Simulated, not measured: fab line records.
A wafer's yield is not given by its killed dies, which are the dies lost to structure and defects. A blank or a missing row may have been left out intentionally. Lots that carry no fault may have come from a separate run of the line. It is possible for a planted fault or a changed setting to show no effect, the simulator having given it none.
Matching of chambers + flow n5_finfet + rie_diel-01 running N5_HKMG_FIN_STRIP_93: 4 sister chambers
The step strips SOC in N2/H2, time 20 s. 22 wafers are shown with their chamber, then 11 later ones without.

WAFERS WITH THEIR CHAMBER
| wafer  | chamber | drypump_motor_current_A (A) | showerhead_plenum_p_Torr (Torr) | throttle_valve_pct (%) |
|--------|---------|-----------------------------|---------------------------------|------------------------|
| L074.3 | 0       | 5.4                         | 3.40                            | 18.76                  |
| L074.4 | 2       | 4.9                         | 3.45                            | 19.18                  |
| L074.5 | 0       | 5.4                         | 3.40                            | 18.75                  |
| L075.2 | 3       | 5.6                         | 3.47                            | 19.07                  |
| L075.3 | 1       | 6.1                         | 3.39                            | 18.81                  |
| L075.5 | 2       | 4.9                         | 3.45                            | 19.18                  |
| L079.2 | 3       | 5.6                         | 3.47                            | 19.07                  |
| L079.3 | 3       | 5.6                         | 3.47                            | 19.09                  |
| L079.4 | 1       | 6.1                         | 3.39                            | 18.84                  |
| L081.2 | 3       | 5.6                         | 3.46                            | 19.09                  |
| L081.5 | 3       | 5.6                         | 3.46                            | 19.08                  |
| L081.6 | 2       | 4.9                         | 3.44                            | 18.81                  |
| L082.1 | 1       | 6.2                         | 3.38                            | 18.82                  |
| L082.2 | 2       | 4.9                         | 3.44                            | 18.84                  |
| L082.6 | 0       | 5.4                         | 3.40                            | 18.77                  |
| L085.1 | 3       | 5.6                         | 3.46                            | 19.12                  |
| L085.4 | 1       | 6.2                         | 3.38                            | 18.86                  |
| L085.5 | 0       | 5.4                         | 3.39                            | 18.78                  |
| L087.1 | 0       | 5.5                         | 3.39                            | 18.82                  |
| L087.2 | 1       | 6.1                         | 3.37                            | 18.86                  |
| L087.3 | 3       | 5.6                         | 3.45                            | 19.13                  |
| L091.1 | 0       | 5.4                         | 3.38                            | 18.80                  |

SIGNATURES (means of the wafers above)
| reading                  | chamber 0 | chamber 1 | chamber 2 | chamber 3 | scatter within a chamber |
|--------------------------|-----------|-----------|-----------|-----------|--------------------------|
| drypump_motor_current_A  | 5.417     | 6.140     | 4.900     | 5.600     | 0.0336                   |
| showerhead_plenum_p_Torr | 3.3933    | 3.3820    | 3.4450    | 3.4629    | 0.00766                  |
| throttle_valve_pct       | 18.7800   | 18.8380   | 19.0025   | 19.0929   | 0.0867                   |
Rule: a wafer's distance from a chamber is the root of the sum, over the readings, of the square of ((its reading less the chamber's mean) divided by the reading's scatter). The wafer belongs to the nearest chamber; if the next one is less than 2 further off, it can't be placed. How the scatter is found: for the shown wafers, subtract from each reading the mean of its chamber, square and add these, divide the total by (wafers less chambers), then take the root.

WAFERS WITHOUT THEIR CHAMBER
| wafer  | drypump_motor_current_A (A) | showerhead_plenum_p_Torr (Torr) | throttle_valve_pct (%) |
|--------|-----------------------------|---------------------------------|------------------------|
| L091.3 | 6.1                         | 3.37                            | 18.89                  |
| L091.6 | 4.9                         | 3.43                            | 18.85                  |
| L092.1 | 6.2                         | 3.37                            | 18.89                  |
| L092.4 | 5.6                         | 3.45                            | 19.14                  |
| L092.5 | 5.6                         | 3.45                            | 19.13                  |
| L093.1 | 5.4                         | 3.38                            | 18.84                  |
| L093.4 | 6.1                         | 3.37                            | 18.89                  |
| L093.6 | 5.6                         | 3.45                            | 19.16                  |
| L096.3 | 5.6                         | 3.44                            | 19.15                  |
| L096.4 | 4.9                         | 3.42                            | 18.87                  |
| L096.6 | 6.1                         | 3.36                            | 18.91                  |

WHICH CHAMBER EACH ONE RAN IN
| wafer  | from the rows above | in truth |
|--------|---------------------|----------|
| L091.3 | 1                   | 1        |
| L091.6 | 2                   | 2        |
| L092.1 | 1                   | 1        |
| L092.4 | 3                   | 3        |
| L092.5 | 3                   | 3        |
| L093.1 | 0                   | 0        |
| L093.4 | 1                   | 1        |
| L093.6 | 3                   | 3        |
| L096.3 | 3                   | 3        |
| L096.4 | 2                   | 2        |
| L096.6 | 1                   | 1        |
Correctly placed: 11 of 11. Number that these rows cannot place: 0. 0 placed wrongly.
